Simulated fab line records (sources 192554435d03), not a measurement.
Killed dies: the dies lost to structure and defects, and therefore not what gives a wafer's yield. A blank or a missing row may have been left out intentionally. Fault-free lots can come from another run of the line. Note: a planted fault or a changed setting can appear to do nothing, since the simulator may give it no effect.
fab line records	flow n5_finfet	part 1 of 2: steps 1 to 4 of 6
record: lots: 17	wafers: 51	last_day: 18
route steps=1938 shown BEOL_M0_SAQP@665 BEOL_M0_CUTY@713 BEOL_M0@715
lots that met no fault: from a run of the same line without faults
start_h: the number of hours between the record's first day and the start of the first shown wafer of the lot	wait_h: hours since the lot's step before	" repeats the value in the row above	L1.1+2: one row covering several wafers at once	- either no value or no given start	* or withheld: withheld	< > ~ a bound
route shown NAME@n: names a module that has steps shown in the file, with the first one's number in the route	usual: average and standard deviation across the fault-free wafers	same: alike in all rows	chamber/n: place in a boat	sites: the reading at each site	_std_site: the values' standard deviation	_edge_site: the outer-site mean with the inner-site mean subtracted	radius_mm: how far each site lies from the wafer's centre	mask NAME#n: copy n	behind: the most recent tool/chamber to have shaped the wafer	hold: why the lot was held/for how many hours/how that ended	device: transistor that didn't switch, given as n, p or np	end of line: tests run on the same wafers once the route is complete	where a step has no rows: the recipe by itself	killed: dies lost to structure and defects at the first sort, not the wafer's yield	map: the dies of a wafer, with x for killed, . for not killed, _ for no die there
set.NAME: the setting as run; set.NAME@STEP: as run at that earlier step	model.NAME: the simulator's own value behind a step, which no gauge read
one table for each step of the route and one row for each wafer, over a sample of lots
services: when a tool's chamber went out of use (start_h, in hours from the record's first day, below 0 if earlier), for how many hours, and the reason
== steps ==
step: N5_BEOL_M0_SAQP_MANDREL1_REMOVE_100
recipe: chemistry: HBr/Cl2/O2	bt_time_s: 10	target: a-Si	stop_on: SiNx	endpoint: OES-SiCl	over_etch_frac: 0.85	icp_w: 600	bias_w: 30	HBr_flow_sccm: 150	Cl2_flow_sccm: 80	O2_flow_sccm: 5	pressure_mtorr: 10
usual: HBr_flow_sccm: 150.0/0.49	drypump_motor_current_A: 5.8/0.45	oes_product_au: 1.001/0.021	rf_fwd_power_W: 597.2/2	throttle_valve_pct: 36.7/0.32
same: over_etch_frac: 0.85
lot.wafer	tool	chamber	start_h	wait_h	HBr_flow_sccm	drypump_motor_current_A	oes_product_au	rf_fwd_power_W	rf_hours_counter_h	throttle_valve_pct
L074.3	rie_si-01	0	133.00	0.1	148.7	5.4	1.013	596.6	39	36.9
L074.4	"	3	"	"	149.3	6.5	0.972	595.3	-	37.3
L074.5	"	0	"	"	149.5	5.4	1.012	599.2	-	36.9
L075.2	rie_si-01	0	134.03	0.1	150.2	5.4	0.997	597.2	39	36.8
L075.3	"	3	"	"	150.1	6.5	0.976	597.5	74	37.3
L075.5	"	1	"	"	150.2	5.3	1.013	597.4	-	36.6
L077.4	rie_si-01	1	134.75	0.1	150.5	5.3	1.016	599.3	-	36.6
L077.5	"	0	"	"	149.7	5.4	1.005	597.1	-	36.9
L077.6	"	3	"	"	151.1	6.5	0.965	595.7	-	37.3
L079.2	rie_si-01	3	140.56	0.1	150.8	6.5	0.972	599.9	74	37.3
L079.3	"	1	"	"	149.5	5.3	1.013	601.1	58	36.6
L079.4	"	0	"	"	149.9	5.4	1.017	598.6	-	36.9
L080.2	rie_si-01	2	146.94	0.1	150.5	6.2	1.017	598.4	0	36.6
L080.4	"	1	"	"	151.1	5.4	1.015	596.6	58	36.6
L080.5	"	2	"	"	149.7	6.2	1.025	597.4	-	36.6
L081.2	rie_si-02	1	155.60	0.1	150.9	6.2	0.991	596.1	22	36.0
L081.5	"	0	"	"	150.4	5.9	1.040	595.1	-	36.5
L081.6	"	3	"	"	149.5	6.1	1.018	599.5	-	36.6
L083.4	rie_si-02	2	166.26	0.0	150.3	5.2	0.977	594.1	154	36.4
L083.5	"	3	"	"	149.2	6.1	1.013	600.8	-	36.6
L083.6	"	2	"	"	150.3	5.2	0.968	598.8	-	36.4
L084.2	rie_si-01	0	178.17	0.1	150.4	5.4	1.002	598.1	40	36.9
L084.4	"	2	"	"	150.1	6.2	1.021	597.9	1	36.6
L084.6	"	1	"	"	149.4	5.3	1.005	601.0	-	36.6
L085.1	rie_si-01	2	181.85	0.1	149.5	6.2	1.025	597.4	1	36.6
L085.4	"	0	"	"	149.8	5.4	1.016	596.8	40	36.9
L085.5	"	2	"	"	149.8	6.2	1.018	597.3	-	36.6
L087.1	rie_si-02	2	193.25	0.1	150.5	5.2	0.983	592.6	154	36.4
L087.2	"	3	"	"	150.3	6.1	1.009	599.4	106	36.6
L087.3	"	0	"	"	149.1	6.0	1.028	594.1	20	36.5
L088.1	rie_si-01	2	193.35	0.1	150.3	6.2	1.019	595.7	1	36.6
L088.3	"	0	"	"	149.8	5.4	1.016	599.4	40	36.9
L088.4	"	1	"	"	150.5	5.3	1.019	600.1	59	36.6
L089.4	rie_si-01	0	198.08	0.1	150.0	5.4	1.016	596.2	40	36.9
L089.5	"	1	"	"	150.3	5.3	1.011	596.3	-	36.6
L089.6	"	2	"	"	149.7	6.2	1.028	598.5	-	36.6
L090.1	rie_si-01	3	204.87	0.1	150.3	6.5	0.969	597.4	75	37.3
L090.2	"	2	"	"	150.6	6.2	1.020	597.6	1	36.6
L090.3	"	0	"	"	150.2	5.4	1.010	599.8	40	36.9
L092.1	rie_si-02	3	221.58	0.1	149.3	6.1	0.996	598.3	106	36.6
L092.4	"	2	"	"	150.1	5.2	0.972	594.6	155	36.5
L092.5	"	2	"	"	150.1	5.2	0.965	595.9	-	36.4
L093.1	rie_si-04	2	225.30	0.1	150.0	5.9	0.976	598.9	5	36.9
L093.4	"	3	"	"	150.5	5.9	0.981	598.7	-	36.2
L093.6	"	0	"	"	150.0	5.8	0.970	598.3	-	36.7
L097.2	rie_si-04	1	252.98	0.1	150.0	6.5	1.005	596.6	50	36.7
L097.3	"	2	"	"	150.0	5.9	0.993	597.4	6	36.9
L097.5	"	1	"	"	149.9	6.5	1.003	598.3	-	36.6
L096.3	rie_si-01	2	258.09	0.1	150.2	6.2	1.025	596.0	2	36.6
L096.4	"	0	"	"	150.0	5.4	1.017	599.2	41	36.9
L096.6	"	0	"	"	150.4	5.4	1.024	600.8	-	36.9
step: N5_BEOL_M0_SAQP_ETCH_106
recipe: chemistry: N2/H2	target: SOC	target_depth_a: 1500	stop_on: SiNx	ion_energy_ev: 100	bias_w: 61	pressure_mtorr: 30	source_w: 850	n2_flow_sccm: 200	h2_flow_sccm: 200
usual: drypump_motor_current_A: 5.8/0.41	h2_flow_sccm: 200.0/0.66	oes_product_au: 0.78/0.08	rf_fwd_power_W: 844/3.1	rf_vpp_V: 240.6/1.6	showerhead_plenum_p_Torr: 2.53/0.096	throttle_valve_pct: 17.85/0.18
lot.wafer	tool	chamber	start_h	wait_h	drypump_motor_current_A	h2_flow_sccm	oes_product_au	rf_fwd_power_W	rf_hours_counter_h	rf_vpp_V	showerhead_plenum_p_Torr	throttle_valve_pct
L074.3	rie_diel-03	2	133.82	-	5.7	199.4	0.86	846	40	240.6	2.59	17.72
L074.4	"	3	"	"	6.3	200.3	0.82	843	86	243.7	2.68	17.73
L074.5	"	2	"	"	5.7	198.9	0.88	850	-	240.2	2.59	17.74
L075.2	rie_diel-04	3	134.84	-	6.0	200.6	0.71	843	249	240.5	2.50	17.98
L075.3	"	2	"	"	5.5	200.5	0.67	842	240	241.8	2.60	17.98
L075.5	"	2	"	"	5.5	201.0	0.66	845	-	242.8	2.60	17.99
L077.4	rie_diel-04	2	135.59	-	5.5	201.1	0.66	845	240	241.8	2.60	17.98
L077.5	"	2	"	"	5.5	200.6	0.66	849	-	240.8	2.60	17.98
L077.6	"	3	"	"	6.1	200.5	0.71	844	-	241.2	2.50	17.98
L079.2	rie_diel-04	0	141.38	-	6.3	201.0	0.79	846	98	237.6	2.35	17.81
L079.3	"	1	"	"	6.2	201.3	0.81	845	83	240.5	2.58	17.73
L079.4	"	1	"	"	6.2	200.7	0.81	840	-	241.1	2.58	17.73
L080.2	rie_diel-03	2	147.80	-	5.7	200.6	0.86	845	44	241.0	2.59	17.75
L080.4	"	3	"	"	6.3	199.4	0.82	844	-	241.9	2.67	17.73
L080.5	"	0	"	"	5.4	200.4	0.73	843	-	241.6	2.53	18.25
L081.2	rie_diel-04	1	156.56	-	6.2	198.8	0.80	842	89	241.5	2.57	17.73
L081.5	"	0	"	"	6.4	200.0	0.78	844	-	237.5	2.35	17.83
L081.6	"	1	"	"	6.2	200.6	0.80	841	-	241.1	2.57	17.73
L083.4	rie_diel-04	3	167.13	-	6.1	199.2	0.98	840	-	241.1	2.50	17.56
L083.5	"	0	"	"	6.4	199.3	0.78	845	-	237.5	2.35	17.85
L083.6	"	1	"	"	6.2	200.0	0.80	845	-	240.9	2.57	17.74
L084.2	rie_diel-04	0	178.99	-	6.4	201.5	0.78	845	115	237.6	2.34	17.85
L084.4	"	3	"	"	6.0	198.9	0.94	842	-	240.3	2.49	17.58
L084.6	"	0	"	"	6.4	200.1	0.77	844	-	238.1	2.34	17.84
L085.1	rie_diel-04	0	182.67	-	6.3	199.6	0.77	846	115	237.1	2.34	17.84
L085.4	"	3	"	"	6.0	200.1	0.95	841	-	240.0	2.49	17.57
L085.5	"	1	"	"	6.2	199.5	0.79	843	-	240.3	2.57	17.75
L087.1	rie_diel-03	0	194.22	-	5.4	199.1	0.72	845	190	240.3	2.53	18.27
L087.2	"	2	"	"	5.7	200.1	0.84	844	62	241.1	2.58	17.79
L087.3	"	1	"	"	5.8	200.2	0.93	840	6	242.1	2.62	17.76
L088.1	rie_diel-02	0	194.50	-	5.0	199.3	0.76	842	151	237.6	2.36	18.00
L088.3	"	3	"	"	5.4	200.9	0.72	845	164	240.6	2.53	17.80
L088.4	"	1	"	"	5.2	200.7	0.87	844	29	240.0	2.49	17.53
L089.4	rie_diel-02	1	199.23	-	5.2	200.2	0.88	841	31	239.6	2.49	17.54
L089.5	"	1	"	"	5.2	200.0	0.87	845	-	241.2	2.49	17.53
L089.6	"	2	"	"	5.8	199.0	0.68	848	-	240.9	2.52	17.85
L090.1	rie_diel-03	3	205.68	-	6.3	201.1	0.79	841	111	243.0	2.67	17.77
L090.2	"	2	"	"	5.7	200.5	0.83	846	65	241.6	2.58	17.80
L090.3	"	0	"	"	5.4	199.5	0.71	851	193	241.4	2.52	18.30
L092.1	rie_diel-04	2	222.59	-	5.5	199.5	0.91	845	11	242.1	2.59	17.63
L092.4	"	3	"	"	6.1	200.7	0.92	837	20	239.8	2.49	17.60
L092.5	"	2	"	"	5.5	199.8	0.92	848	-	241.6	2.59	17.61
L093.1	rie_diel-02	0	226.12	-	5.0	199.5	0.76	837	162	238.2	2.35	17.99
L093.4	"	3	"	"	5.4	200.2	0.71	843	175	239.9	2.53	17.80
L093.6	"	3	"	"	5.5	200.0	0.72	846	-	240.2	2.53	17.80
L097.2	rie_diel-03	2	253.79	-	5.7	200.8	0.81	846	77	241.4	2.57	17.82
L097.3	"	3	"	"	6.3	199.5	0.77	847	124	241.1	2.66	17.78
L097.5	"	2	"	"	5.7	200.4	0.82	840	-	241.9	2.57	17.81
L096.3	rie_diel-02	1	258.90	-	5.2	200.1	0.85	840	45	239.5	2.48	17.56
L096.4	"	0	"	"	5.0	200.1	0.75	842	172	238.3	2.35	18.04
L096.6	"	0	"	"	5.0	199.6	0.75	842	-	238.3	2.35	18.04
step: N5_BEOL_M0_SAQP_ETCH_107
recipe: chemistry: CH3F/O2	target: SiNx	target_depth_a: 300	mask_material: SOC	pressure_mtorr: 30	source_w: 395	bias_w: 73	Ar_flow_sccm: 150	CH3F_flow_sccm: 30	O2_flow_sccm: 20	ion_energy_ev: 120
usual: drypump_motor_current_A: 5.8/0.41	oes_product_au: 0.79/0.084	rf_fwd_power_W: 390.2/1.7	rf_vpp_V: 295/5.1	showerhead_plenum_p_Torr: 1.99/0.074	throttle_valve_pct: 16.43/0.2
lot.wafer	tool	chamber	start_h	wait_h	drypump_motor_current_A	oes_product_au	rf_fwd_power_W	rf_hours_counter_h	rf_vpp_V	showerhead_plenum_p_Torr	throttle_valve_pct
L074.3	rie_diel-03	2	133.88	0.0	5.7	0.88	391.6	40	296	2.03	16.28
L074.4	"	3	"	"	6.3	0.83	389.0	86	291	2.12	16.44
L074.5	"	2	"	"	5.7	0.88	388.8	-	293	2.03	16.29
L075.2	rie_diel-04	3	134.90	0.0	6.0	0.70	388.7	249	297	1.97	16.66
L075.3	"	2	"	"	5.5	0.67	392.0	240	293	2.06	16.61
L075.5	"	2	"	"	5.5	0.66	390.2	-	291	2.06	16.61
L077.4	rie_diel-04	2	135.65	0.0	5.5	0.65	394.3	240	293	2.06	16.61
L077.5	"	2	"	"	5.5	0.67	393.9	-	292	2.06	16.61
L077.6	"	3	"	"	6.1	0.71	388.8	-	296	1.97	16.67
L079.2	rie_diel-04	0	141.44	0.0	6.3	0.79	391.5	98	300	1.87	16.48
L079.3	"	1	"	"	6.2	0.82	391.0	83	293	2.02	16.26
L079.4	"	1	"	"	6.2	0.82	390.2	-	293	2.02	16.25
L080.2	rie_diel-03	2	147.86	0.0	5.7	0.88	390.9	44	294	2.03	16.28
L080.4	"	3	"	"	6.3	0.83	390.7	-	289	2.12	16.45
L080.5	"	0	"	"	5.4	0.74	392.3	-	298	2.00	16.77
L081.2	rie_diel-04	1	156.62	0.0	6.2	0.81	387.5	89	292	2.02	16.26
L081.5	"	0	"	"	6.4	0.79	391.0	-	300	1.87	16.50
L081.6	"	1	"	"	6.2	0.82	387.8	-	294	2.02	16.26
L083.4	rie_diel-04	3	167.18	0.0	6.0	1.00	390.7	-	295	1.97	16.22
L083.5	"	0	"	"	6.3	0.79	392.0	-	302	1.87	16.51
L083.6	"	1	"	"	6.2	0.81	389.6	-	293	2.02	16.26
L084.2	rie_diel-04	0	179.05	0.0	6.4	0.78	390.9	115	300	1.87	16.51
L084.4	"	3	"	"	6.1	0.96	389.2	-	293	1.97	16.22
L084.6	"	0	"	"	6.3	0.78	389.9	-	301	1.87	16.51
L085.1	rie_diel-04	0	182.73	0.0	6.4	0.78	390.8	115	303	1.87	16.51
L085.4	"	3	"	"	6.0	0.96	391.1	-	295	1.97	16.21
L085.5	"	1	"	"	6.2	0.80	389.5	-	292	2.02	16.27
L087.1	rie_diel-03	0	194.28	0.0	5.4	0.72	391.5	190	297	1.99	16.78
L087.2	"	2	"	"	5.7	0.85	390.1	62	294	2.02	16.31
L087.3	"	1	"	"	5.8	0.95	388.0	6	287	2.05	16.18
L088.1	rie_diel-02	0	194.56	0.0	5.0	0.78	387.2	151	291	1.85	16.51
L088.3	"	3	"	"	5.4	0.74	390.3	164	307	1.99	16.39
L088.4	"	1	"	"	5.2	0.89	387.6	29	291	1.96	15.98
L089.4	rie_diel-02	1	199.29	0.0	5.2	0.88	387.9	31	294	1.96	15.96
L089.5	"	1	"	"	5.2	0.89	388.2	-	293	1.96	15.99
L089.6	"	2	"	"	5.8	0.69	391.2	-	302	1.98	16.37
L090.1	rie_diel-03	3	205.74	0.0	6.3	0.80	388.6	111	289	2.11	16.49
L090.2	"	2	"	"	5.7	0.84	390.7	65	294	2.02	16.33
L090.3	"	0	"	"	5.4	0.72	392.1	193	296	1.99	16.80
L092.1	rie_diel-04	2	222.65	0.0	5.5	0.94	392.1	11	292	2.05	16.22
L092.4	"	3	"	"	6.0	0.93	391.2	20	296	1.97	16.24
L092.5	"	2	"	"	5.5	0.93	391.7	-	293	2.05	16.22
L093.1	rie_diel-02	0	226.18	0.0	5.0	0.78	389.2	162	290	1.84	16.51
L093.4	"	3	"	"	5.4	0.72	391.7	175	307	1.99	16.41
L093.6	"	3	"	"	5.4	0.72	391.0	-	308	1.99	16.41
L097.2	rie_diel-03	2	253.85	0.0	5.7	0.81	390.7	77	292	2.02	16.34
L097.3	"	3	"	"	6.3	0.79	388.4	124	291	2.11	16.52
L097.5	"	2	"	"	5.7	0.82	390.9	-	293	2.02	16.34
L096.3	rie_diel-02	1	258.96	0.0	5.2	0.86	388.9	45	292	1.95	16.01
L096.4	"	0	"	"	5.0	0.75	388.6	172	289	1.84	16.55
L096.6	"	0	"	"	5.0	0.76	389.0	-	291	1.84	16.55
step: N5_BEOL_M0_CUTY_ETCH_63
recipe: chemistry: N2/H2	target: SOC	target_depth_a: 827	overetch_a: 165	mask_material: SiARC	temp_c: 40	ion_energy_ev: 200	time_s: 124	pressure_mtorr: 30	source_w: 840	bias_w: 150	n2_flow_sccm: 200	h2_flow_sccm: 200
usual: drypump_motor_current_A: 5.6/0.41	h2_flow_sccm: 200.0/0.55	oes_product_au: 0.67/0.071	rf_fwd_power_W: 836.7/2.5	rf_vpp_V: 524.3/2.3	showerhead_plenum_p_Torr: 2.56/0.079	throttle_valve_pct: 17.79/0.19
lot.wafer	tool	chamber	start_h	wait_h	drypump_motor_current_A	h2_flow_sccm	oes_product_au	rf_fwd_power_W	rf_hours_counter_h	rf_vpp_V	showerhead_plenum_p_Torr	throttle_valve_pct
L074.3	rie_diel-01	0	139.02	0.0	5.4	200.3	0.72	837.6	48	524.9	2.57	17.56
L074.4	"	1	"	"	6.1	200.6	0.71	834.3	64	524.8	2.56	17.70
L074.5	"	3	"	"	5.6	200.1	0.58	835.9	-	527.7	2.62	17.98
L075.2	rie_diel-05	2	139.13	0.0	5.8	200.3	0.74	837.6	32	523.0	2.48	17.77
L075.3	"	1	"	"	5.9	200.1	0.76	836.5	20	521.7	2.47	17.77
L075.5	"	0	"	"	5.7	200.1	0.66	839.2	-	524.2	2.59	17.58
L077.4	rie_diel-01	0	141.60	0.0	5.4	200.5	0.72	831.6	49	525.3	2.57	17.56
L077.5	"	1	"	"	6.1	199.2	0.69	840.0	-	524.3	2.56	17.68
L077.6	"	2	"	"	4.9	199.9	0.78	838.0	-	524.7	2.61	17.58
L079.2	rie_diel-01	0	145.47	0.0	5.4	200.6	0.72	837.4	52	525.1	2.57	17.55
L079.3	"	1	"	"	6.1	199.7	0.70	838.4	68	525.3	2.56	17.68
L079.4	"	3	"	"	5.6	200.6	0.57	834.9	210	527.0	2.62	17.99
L080.2	rie_diel-05	2	151.07	0.0	5.8	199.7	0.73	837.3	39	522.8	2.48	17.80
L080.4	"	0	"	"	5.7	200.6	0.66	837.8	87	524.9	2.59	17.60
L080.5	"	3	"	"	6.3	199.2	0.56	836.0	-	525.6	2.63	18.07
L081.2	rie_diel-05	0	159.79	0.0	5.7	201.3	0.65	835.5	91	524.5	2.59	17.59
L081.5	"	2	"	"	5.8	199.7	0.71	837.5	-	520.7	2.48	17.80
L081.6	"	3	"	"	6.3	200.1	0.56	837.8	-	525.5	2.63	18.08
L083.4	rie_diel-05	0	170.00	0.0	5.7	198.9	0.66	831.9	94	525.3	2.59	17.59
L083.5	"	1	"	"	5.9	200.2	0.73	839.4	-	522.1	2.47	17.80
L083.6	"	0	"	"	5.7	198.9	0.65	840.1	-	525.8	2.59	17.59
L084.2	rie_diel-01	3	183.81	0.0	5.6	200.0	0.57	840.1	225	527.2	2.61	18.02
L084.4	"	1	"	"	6.1	200.2	0.68	836.4	84	525.0	2.55	17.72
L084.6	"	3	"	"	5.6	199.2	0.56	836.2	-	526.2	2.61	18.03
L085.1	rie_diel-06	2	186.87	0.0	5.3	200.1	0.69	840.1	55	527.3	2.69	17.65
L085.4	"	1	"	"	6.1	199.1	0.58	838.6	-	521.5	2.40	17.95
L085.5	"	2	"	"	5.3	199.8	0.69	832.4	-	526.9	2.69	17.64
L087.1	rie_diel-01	3	197.26	0.0	5.6	200.1	0.56	836.0	230	524.7	2.61	18.03
L087.2	"	1	"	"	6.1	199.8	0.67	840.3	88	524.7	2.55	17.75
L087.3	"	2	"	"	4.9	199.7	0.75	840.0	34	526.0	2.60	17.61
L088.1	rie_diel-06	1	197.73	0.0	6.2	200.7	0.58	836.4	218	520.6	2.40	17.95
L088.3	"	3	"	"	5.1	199.3	0.79	835.7	3	524.9	2.60	17.59
L088.4	"	0	"	"	5.3	200.3	0.60	834.8	166	523.9	2.55	18.15
L089.4	rie_diel-05	1	202.57	0.1	5.9	200.4	0.72	829.7	-	521.9	2.46	17.83
L089.5	"	2	"	"	5.8	199.8	0.70	837.6	-	523.3	2.47	17.83
L089.6	"	0	"	"	5.7	201.1	0.64	837.7	-	522.9	2.58	17.59
L090.1	rie_diel-06	0	209.26	0.0	5.3	200.5	0.60	834.7	170	524.7	2.55	18.17
L090.2	"	1	"	"	6.1	200.6	0.58	833.6	222	519.3	2.40	17.96
L090.3	"	3	"	"	5.1	200.7	0.77	832.5	6	525.6	2.59	17.60
L092.1	rie_diel-06	3	225.60	0.0	5.1	200.1	0.76	833.8	11	526.7	2.59	17.61
L092.4	"	1	"	"	6.2	200.3	0.57	838.8	227	520.2	2.40	17.98
L092.5	"	0	"	"	5.3	200.4	0.60	836.1	-	522.6	2.55	18.17
L093.1	rie_diel-05	1	229.32	0.0	5.9	200.5	0.70	834.4	55	521.3	2.46	17.85
L093.4	"	2	"	"	5.8	200.5	0.69	839.0	66	522.6	2.47	17.86
L093.6	"	1	"	"	5.8	200.4	0.71	835.1	-	522.6	2.46	17.86
L097.2	rie_diel-06	2	257.05	0.0	5.3	200.4	0.67	835.5	81	527.3	2.68	17.68
L097.3	"	0	"	"	5.3	200.3	0.59	835.9	188	523.5	2.54	18.21
L097.5	"	2	"	"	5.3	200.7	0.67	836.0	-	526.8	2.68	17.70
L096.3	rie_diel-05	0	262.14	0.0	5.8	199.3	0.62	837.0	125	525.0	2.57	17.64
L096.4	"	3	"	"	6.3	199.4	0.73	841.9	16	524.7	2.62	17.75
L096.6	"	2	"	"	5.8	200.2	0.68	834.6	-	520.4	2.46	17.87
